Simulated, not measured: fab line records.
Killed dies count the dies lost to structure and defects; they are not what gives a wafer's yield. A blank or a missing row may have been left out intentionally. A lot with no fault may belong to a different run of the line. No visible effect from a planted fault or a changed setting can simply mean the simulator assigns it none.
fab line records | flow nandHarc
record lots=13 wafers=39 lastDay=25
route steps=1159 shown P_START@1 P_ZERO_WELL@14 P_STI@90 END@1159
lots with no fault: from the same line, run without faults
startH: hours from the record's opening day to when the first of the lot's shown wafers began | waitH: hours from the lot's prior step to this one | " as in the row above | L1.1+2: a row that stands for several wafers | - no value present, or no start provided | * or withheld: withheld | < > ~ a bound
route shown NAME@n: NAME is a module with steps in the file, n the number in the route of the first one | usual: mean and standard deviation over wafers with no fault | same: alike in all rows | chamber/n: place in a boat | sites: each site's reading | _std_site: the standard deviation of these | _edge_site: mean of outer sites minus mean of inner sites | radiusMm: how far each site lies from the wafer's centre | mask NAME#n: copy n | behind: tool/chamber where the wafer was last shaped | hold: why the lot was held/for how many hours/how that ended | device: whichever transistor did not switch (one of n, p or np) | end of line: tests run on the same wafers once the route is complete | step lacking rows: just its recipe | killed: at the first sort, the dies lost to defects and structure; wafer yield is something else | map: per-die view of a wafer (x killed, . not killed, _ where there is no die)
set.NAME: setting as actually run; set.NAME@STEP: the setting as run at that earlier step | model.NAME: the simulator's own value behind a step, which no gauge read
the route's steps for a sample of lots (tables are steps, rows are wafers)
services: the hour from which a tool's chamber was out of use, counted from the record's first day as startH (under 0 if before that day), plus the number of hours and why
## steps
# step NHARC_P_START_INSPECT_01
# usual rawDefectCount=3.9/2.1
# columns lot.wafer tool chamber startH waitH rawDefectCount
L129.1 defectInspect-01 - 12.04 - 3
L129.3 " - " " 2
L129.4 " - " " 3
L130.2 defectInspect-01 - 18.04 - 5
L130.5 " - " " 3
L130.6 " - " " 5
L131.1 defectInspect-02 - 24.04 - 5
L131.2 " - " " 3
L131.5 " - " " 3
L132.1 defectInspect-01 - 30.03 - 7
L132.5 " - " " 3
L132.6 " - " " 3
L133.1 defectInspect-01 - 36.04 - 5
L133.4 " - " " 1
L133.5 " - " " 5
L134.1 defectInspect-01 - 42.04 - 3
L134.3 " - " " 3
L134.5 " - " " 3
L137.2 defectInspect-01 - 60.04 - 0
L137.5 " - " " 2
L137.6 " - " " 3
L139.1 defectInspect-02 - 72.04 - 5
L139.3 " - " " 2
L139.6 " - " " 0
L142.2 defectInspect-01 - 90.04 - 4
L142.4 " - " " 1
L142.5 " - " " 3
L143.3 defectInspect-02 - 96.05 - 5
L143.5 " - " " 6
L143.6 " - " " 3
L146.4 defectInspect-01 - 114.04 - 5
L146.5 " - " " 0
L146.6 " - " " 3
L147.2 defectInspect-01 - 120.04 - 3
L147.5 " - " " 2
L147.6 " - " " 4
L152.2 defectInspect-02 - 150.04 - 1
L152.5 " - " " 4
L152.6 " - " " 3
# step NHARC_P_ZERO_WELL_CD_MEAS_11
# recipe targetCdNm=500 landingEnergyEv=500
# usual cdNm=499.6/1.8
# columns lot.wafer tool chamber startH waitH cdNm
L129.1 cdSem-02 0 13.23 - 498.6
L129.3 " 0 " " 498.1
L129.4 " 0 " " 498.9
L130.2 cdSem-03 0 19.62 - 498.5
L130.5 " 0 " " 494.7
L130.6 " 0 " " 497.3
L131.1 cdSem-03 0 25.38 - 498.8
L131.2 " 0 " " 498.7
L131.5 " 0 " " 501.3
L132.1 cdSem-02 0 31.11 - 501.4
L132.5 " 0 " " 500.0
L132.6 " 0 " " 500.1
L133.1 cdSem-02 0 37.25 - 498.5
L133.4 " 0 " " 497.4
L133.5 " 0 " " 498.0
L134.1 cdSem-03 0 43.24 - 497.3
L134.3 " 0 " " 497.9
L134.5 " 0 " " 498.2
L137.2 cdSem-03 0 61.27 - 502.8
L137.5 " 0 " " 499.5
L137.6 " 0 " " 500.7
L139.1 cdSem-02 0 73.25 - 501.0
L139.3 " 0 " " 501.9
L139.6 " 0 " " 497.9
L142.2 cdSem-01 0 91.26 - 497.8
L142.4 " 0 " " 498.8
L142.5 " 0 " " 496.4
L143.3 cdSem-03 0 97.25 - 498.3
L143.5 " 0 " " 499.5
L143.6 " 0 " " 499.4
L146.4 cdSem-03 0 115.32 - 500.0
L146.5 " 0 " " 500.5
L146.6 " 0 " " 501.4
L147.2 cdSem-01 0 121.24 - 500.7
L147.5 " 0 " " 499.0
L147.6 " 0 " " 501.8
L152.2 cdSem-03 0 151.11 - 497.8
L152.5 " 0 " " 501.0
L152.6 " 0 " " 500.4
# step NHARC_P_ZERO_WELL_EXPOSE_49
# recipe na=0.6 targetCdNm=2000 doseMj=22.64 maskId=P_HVPW
# columns lot.wafer tool chamber startH waitH mask
L129.1+3+4 krfScanner-02 0 17.62 - P_HVPW#0
L130.2+5+6 krfScanner-04 0 23.97 - P_HVPW#0
L131.1+2+5 krfScanner-02 0 30.16 - P_HVPW#0
L132.1+5+6 krfScanner-02 0 35.44 - P_HVPW#0
L133.1+4+5 krfScanner-01 0 41.59 - P_HVPW#0
L134.1+3+5 krfScanner-01 0 47.48 - P_HVPW#0
L137.2+5+6 krfScanner-01 0 65.74 - P_HVPW#0
L139.1+3+6 krfScanner-04 0 77.50 - P_HVPW#0
L142.2+4+5 krfScanner-02 0 95.64 - P_HVPW#0
L143.3+5+6 krfScanner-04 0 101.62 - P_NWELL#0
L146.4+5+6 krfScanner-01 0 119.80 - P_HVPW#0
L147.2+5+6 krfScanner-01 0 125.50 - P_HVPW#0
L152.2+5+6 krfScanner-01 0 155.42 - P_HVPW#0
# step NHARC_P_ZERO_WELL_CD_MEAS_52
# recipe targetCdNm=2000 landingEnergyEv=500
# usual cdNm=2000.4/1.8
# columns lot.wafer tool chamber startH waitH cdNm
L129.1 cdSem-02 0 17.78 - 2000.2
L129.3 " 0 " " 2002.4
L129.4 " 0 " " 2001.3
L130.2 cdSem-02 0 24.12 - 1997.5
L130.5 " 0 " " 1999.5
L130.6 " 0 " " 2000.5
L131.1 cdSem-02 0 30.31 - 1999.6
L131.2 " 0 " " 1998.4
L131.5 " 0 " " 2000.6
L132.1 cdSem-03 0 35.60 - 1998.5
L132.5 " 0 " " 1999.4
L132.6 " 0 " " 1997.8
L133.1 cdSem-02 0 41.75 - 2000.1
L133.4 " 0 " " 1999.6
L133.5 " 0 " " 2001.2
L134.1 cdSem-03 0 47.63 - 2000.2
L134.3 " 0 " " 2001.5
L134.5 " 0 " " 2001.5
L137.2 cdSem-03 0 65.90 - 2000.8
L137.5 " 0 " " 2000.8
L137.6 " 0 " " 1998.4
L139.1 cdSem-02 0 77.65 - 1995.4
L139.3 " 0 " " 1999.0
L139.6 " 0 " " 1997.6
L142.2 cdSem-03 0 95.79 - 1998.7
L142.4 " 0 " " 1998.8
L142.5 " 0 " " 1997.9
L143.3 cdSem-02 0 101.78 - -
L143.5 " 0 " " -
L143.6 " 0 " " -
L146.4 cdSem-03 0 119.95 - 2000.7
L146.5 " 0 " " 1999.2
L146.6 " 0 " " 2000.2
L147.2 cdSem-01 0 125.65 - 1998.6
L147.5 " 0 " " 2000.2
L147.6 " 0 " " 1999.9
L152.2 cdSem-03 0 155.58 - 2000.8
L152.5 " 0 " " 2002.0
L152.6 " 0 " " 2002.7
# step NHARC_P_STI_ETCH_15
# recipe targetDepthA=3000 taperDeg=4 timeS=100.1 hbrFlowSccm=150 cl2FlowSccm=50 rfW=400 icpW=400 biasW=100 chemistry=HBr/Cl2
# usual drypumpMotorCurrentA=5.8/0.39 mfcCl2Sccm=50.01/0.15 oesProductAu=0.999/0.0093 throttleValvePct=26.407/0.0084
# same timeS=100.1
# columns lot.wafer tool chamber startH waitH drypumpMotorCurrentA mfcCl2Sccm oesProductAu rfHoursCounterH throttleValvePct
L129.1 rieSi-01 2 36.84 - 5.5 50.07 0.996 0.6 26.408
L129.4 " 0 " " 6.1 50.22 0.998 0.5 26.415
L129.3 " 1 " " 6.1 49.86 1.000 0.6 26.402
L130.2 rieSi-02 3 44.79 - 5.8 50.04 0.989 0.0 26.420
L130.6 " 0 " " 5.9 50.19 1.009 - 26.407
L130.5 " 1 " " 6.4 49.94 1.000 - 26.399
L131.2 rieSi-01 2 44.93 - 5.5 49.93 0.984 0.6 26.397
L131.1 " 0 " " 6.1 49.92 1.011 0.5 26.413
L131.5 " 2 " " 5.5 50.04 0.992 - 26.408
L132.1 rieSi-02 3 54.48 - 5.8 49.89 0.985 0.1 26.417
L132.5 " 2 " " 6.1 49.93 1.008 - 26.413
L132.6 " 3 " " 5.8 49.94 0.988 - 26.399
L133.4 rieSi-02 2 61.40 - 6.0 49.97 1.002 0.2 26.394
L133.1 " 1 " " 6.4 50.06 1.002 0.2 26.416
L133.5 " 3 " " 5.8 49.91 0.999 - 26.399
L134.3 rieSi-03 3 67.05 - 6.0 50.01 1.003 0.6 26.407
L134.1 " 0 " " 6.3 50.09 0.998 0.6 26.411
L134.5 " 2 " " 5.2 49.84 0.996 - 26.399
L137.2 rieSi-03 1 86.82 - 5.3 50.12 0.998 0.7 26.396
L137.6 " 1 " " 5.3 50.10 0.996 - 26.401
L137.5 " 2 " " 5.2 49.96 0.998 - 26.411
L139.1 rieSi-03 3 96.56 - 6.0 50.20 1.007 0.8 26.397
L139.3 " 1 " " 5.3 50.02 0.997 0.8 26.398
L139.6 " 0 " " 6.3 50.22 0.996 - 26.421
L142.2 rieSi-02 1 114.20 - 6.4 50.08 1.015 0.6 26.419
L142.4 " 0 " " 5.9 50.15 1.006 0.5 26.409
L142.5 " 2 " " 6.0 49.78 1.017 - 26.406
L146.4 rieSi-01 3 139.48 - 5.2 49.76 0.981 0.0 26.406
L146.5 " 1 " " 6.1 50.07 0.996 - 26.414
L146.6 " 2 " " 5.5 50.16 0.980 - 26.417
L147.2 rieSi-02 3 147.62 - 5.8 50.01 0.991 0.9 26.426
L147.5 " 3 " " 5.8 49.80 0.993 - 26.402
L147.6 " 0 " " 5.9 49.71 1.008 - 26.397
L152.2 rieSi-03 2 176.39 - 5.2 50.11 0.986 0.0 26.407
L152.5 " 3 " " 6.0 50.08 0.983 - 26.409
L152.6 " 0 " " 6.3 50.22 0.990 - 26.410
# step NHARC_END_SORT_01
# recipe tempC=25
# usual killedAtArray=29/11 killedAtOther=0.5/0.8 killedAtPeriphery=3.5/2.8 killedDies=33/12 killedOpen=3.1/1.8 killedShort=1.8/1.4
# same grossDies=677
# columns lot.wafer tool chamber startH waitH killedAtArray killedAtOther killedAtPeriphery killedDies killedOpen killedShort
L143.3 prober-01 0 523.38 3.1 18 1 658 677 2 3
L143.5 prober-01 0 524.99 3.7 15 2 660 677 2 2
L143.6 prober-01 0 525.79 4.0 24 1 652 677 4 1
# killed by level:class
L143.3 P_ZERO_WELL:areaExpose=655 A_CHANNEL_HOLE_D1:chamberFilmFlake=7 A_STAIRCASE:chamberFilmFlake=3 A_CONTACT:chamberFilmFlake=3 P_STI:chamberFilmFlake=2 A_SOURCE_PLATE:geometricParticle:open=1 A_ONON_D1:geometricParticle:short=1 A_WL_FILL:geometricParticle:short=1
L143.5 P_ZERO_WELL:areaExpose=649 P_STI:chamberFilmFlake=4 P_BONDPAD:chamberFilmFlake=4 A_CHANNEL_HOLE_D1:chamberFilmFlake=4 A_STAIRCASE:chamberFilmFlake=4 A_CONTACT:chamberFilmFlake=3 P_ZERO_WELL:chamberFilmFlake=2 P_M2:geometricParticle:open=1
L143.6 P_ZERO_WELL:areaExpose=649 A_CHANNEL_HOLE_D1:chamberFilmFlake=9 A_CONTACT:chamberFilmFlake=5 A_CHANNEL_FILL_D1:chamberFilmFlake=3 P_M0:geometricParticle:open=2 A_WL_FILL:chamberFilmFlake=2 A_ONON_D1:geometricParticle:short=1 A_ONON_D1:geometricParticle:open=1
## services
# columns tool chamber startH hours kind
krfScanner-01 - 10.11 1.1 repair
krfScanner-01 - 19.02 3.5 repair
rieSi-01 2 25.53 3.3 repair
rieSi-03 2 25.74 3.8 repair
krfScanner-01 - 33.77 2.2 repair
rieSi-02 - 34.00 9.0 pm
rieSi-02 0 34.00 9.0 ventCycle
rieSi-02 1 34.00 9.0 ventCycle
rieSi-02 2 34.00 9.0 ventCycle
rieSi-02 3 34.00 9.0 ventCycle
krfScanner-02 - 38.00 4.0 pm
rieSi-02 0 43.00 - clean
rieSi-02 1 43.00 - clean
rieSi-02 2 43.00 - clean
rieSi-02 3 43.00 - clean
krfScanner-01 - 84.00 4.0 pm
krfScanner-04 - 126.00 4.0 pm
rieSi-01 - 127.00 9.0 pm
krfScanner-04 - 130.26 0.4 repair
rieSi-01 2 150.58 13.4 repair
rieSi-03 2 153.23 2.6 repair
rieSi-03 - 155.00 9.0 pm
rieSi-03 0 155.00 9.0 ventCycle
rieSi-03 1 155.00 9.0 ventCycle
## key
firstSign step=NHARC_P_ZERO_WELL_EXPOSE_49 reading=mask direction=changed
effect step=NHARC_P_ZERO_WELL_CD_MEAS_52 reading=cdNm direction=missing
effect step=NHARC_END_SORT_01 reading=killedAtPeriphery direction=up sigmas=99+ usual=3.5 struck=656.7
moreKillsBornAt NHARC_P_ZERO_WELL_EXPOSE_49@krfScanner-04=1953
metAt NHARC_P_ZERO_WELL_EXPOSE_49
struckLots L143
laterRowsLeftOut L143.3,L143.5,L143.6
testerLeftOut L143
notActingAt NHARC_P_START_INSPECT_01,NHARC_P_ZERO_WELL_CD_MEAS_11,NHARC_P_STI_ETCH_15
onsetBetween 77.50 101.62
fault kind=wrongMask tool=any chamber=- onsetH=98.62 steps=NHARC_P_ZERO_WELL_EXPOSE_49 auxCopy=P_NWELL#0 scope=struckLotsOnly
# testerLeftOut: of these lots the tester's yield and bins aren't shown, on N5 and GAA mostly nor the transistor test; their killed dies are dies lost to structure and defects alone, not to doping, threshold or leakage, so they don't give the yield
# laterRowsLeftOut: the simulator's readings of these wafers behind a module that went badly wrong aren't trusted and aren't shown, but for the sort
